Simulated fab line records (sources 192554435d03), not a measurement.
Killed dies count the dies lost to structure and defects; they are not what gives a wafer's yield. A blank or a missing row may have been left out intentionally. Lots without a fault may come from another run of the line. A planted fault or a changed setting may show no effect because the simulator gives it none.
Chamber matching -- flow n5 finfet -- N5_BEOL_M5_ETCH_62 on rie diel-03: 4 sister chambers
The step etches SOC in N2/H2, target depth 75 nm, overetch 15 nm, time 112.5 s. 8 wafers are shown with their chamber, then 9 later ones without.

EACH WAFER AND ITS CHAMBER
wafer,chamber,showerhead plenum p Torr (Torr),throttle valve pct (%)
L084.3,1,2.51,18.41
L091.2,1,2.50,18.01
L092.2,2,2.51,18.22
L092.3,0,2.58,17.95
L092.4,3,2.40,17.98
L094.1,0,2.58,17.96
L094.2,2,2.51,18.25
L094.4,3,2.40,17.96

WAFERS WHOSE CHAMBER IS MISSING
wafer,showerhead plenum p Torr (Torr),throttle valve pct (%)
L093.1,2.51,18.24
L093.2,2.50,18.01
L093.4,2.58,17.94
L096.3,2.40,17.95
L096.5,2.50,18.01
L096.6,2.58,17.96
L097.1,2.51,18.23
L097.4,2.58,17.96
L097.5,2.58,17.95

WHICH CHAMBER EACH WENT THROUGH
wafer,from the rows above,in truth
L093.1,can't be placed: 2 or 1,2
L093.2,can't be placed: 1 or 2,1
L093.4,0,0
L096.3,3,3
L096.5,can't be placed: 1 or 2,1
L096.6,0,0
L097.1,can't be placed: 2 or 1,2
L097.4,0,0
L097.5,0,0
Placed correctly: 5 of 9. These rows do not allow placing 4 (true chamber among the candidates in 4). 0 placed wrongly.
How it was worked out, from the rows above alone: a wafer's distance from a chamber is the root of the sum, over the readings, of the square of ((its reading less the chamber's mean) divided by the reading's scatter). The wafer belongs to the nearest chamber; if the next one is less than 2 further off, it can't be placed. The mean given for a chamber averages the wafers shown for that chamber. How the scatter is found: for the shown wafers, subtract from each reading the mean of its chamber, square and add these, divide the total by (wafers less chambers), then take the root.
